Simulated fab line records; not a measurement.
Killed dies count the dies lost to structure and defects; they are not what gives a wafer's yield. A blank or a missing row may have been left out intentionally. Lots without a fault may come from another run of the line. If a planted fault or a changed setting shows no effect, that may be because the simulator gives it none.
Matching of chambers + flow n5Finfet + 3 sister chambers for N5_HKMG_FIN_CVD_62 on thermalCvdSi-01
The step deposits a-Si from Si2H6, target thk 3 nm, time 20.8 s. 6 wafers are shown with their chamber, then 12 later ones without.

## EACH WAFER AND ITS CHAMBER
| wafer  | chamber | heaterPowerW (W) |
|--------|---------|------------------|
| L086.6 | 0       | 1554             |
| L087.2 | 2       | 1255             |
| L087.4 | 0       | 1517             |
| L089.1 | 2       | 1239             |
| L089.3 | 1       | 1328             |
| L089.4 | 1       | 1321             |

## WAFERS WITHOUT THEIR CHAMBER
| wafer  | heaterPowerW (W) |
|--------|------------------|
| L091.2 | 1320             |
| L091.4 | 1322             |
| L091.6 | 1214             |
| L093.2 | 1208             |
| L093.3 | 1496             |
| L093.4 | 1254             |
| L095.4 | 1517             |
| L095.5 | 1221             |
| L095.6 | 1303             |
| L097.1 | 1262             |
| L097.4 | 1305             |
| L097.5 | 1489             |

## WHICH CHAMBER EACH ONE RAN IN
| wafer  | from the rows above | in truth |
|--------|---------------------|----------|
| L091.2 | 1                   | 1        |
| L091.4 | 1                   | 1        |
| L091.6 | 2                   | 2        |
| L093.2 | 2                   | 2        |
| L093.3 | 0                   | 0        |
| L093.4 | 2                   | 2        |
| L095.4 | 0                   | 0        |
| L095.5 | 2                   | 2        |
| L095.6 | 1                   | 1        |
| L097.1 | 2                   | 2        |
| L097.4 | 1                   | 1        |
| L097.5 | 0                   | 0        |
Correctly placed: 12 of 12. Number that these rows cannot place: 0. 0 placed wrongly.
How it was worked out, from the rows above alone: a wafer's distance from a chamber is the root of the sum, over the readings, of the square of ((its reading less the chamber's mean) divided by the reading's scatter). If the next closest chamber is less than 2 further off than the closest, the wafer can't be placed; otherwise it belongs to the closest. Each chamber's mean is taken over the wafers shown for it. How the scatter is found: for the shown wafers, subtract from each reading the mean of its chamber, square and add these, divide the total by (wafers less chambers), then take the root.
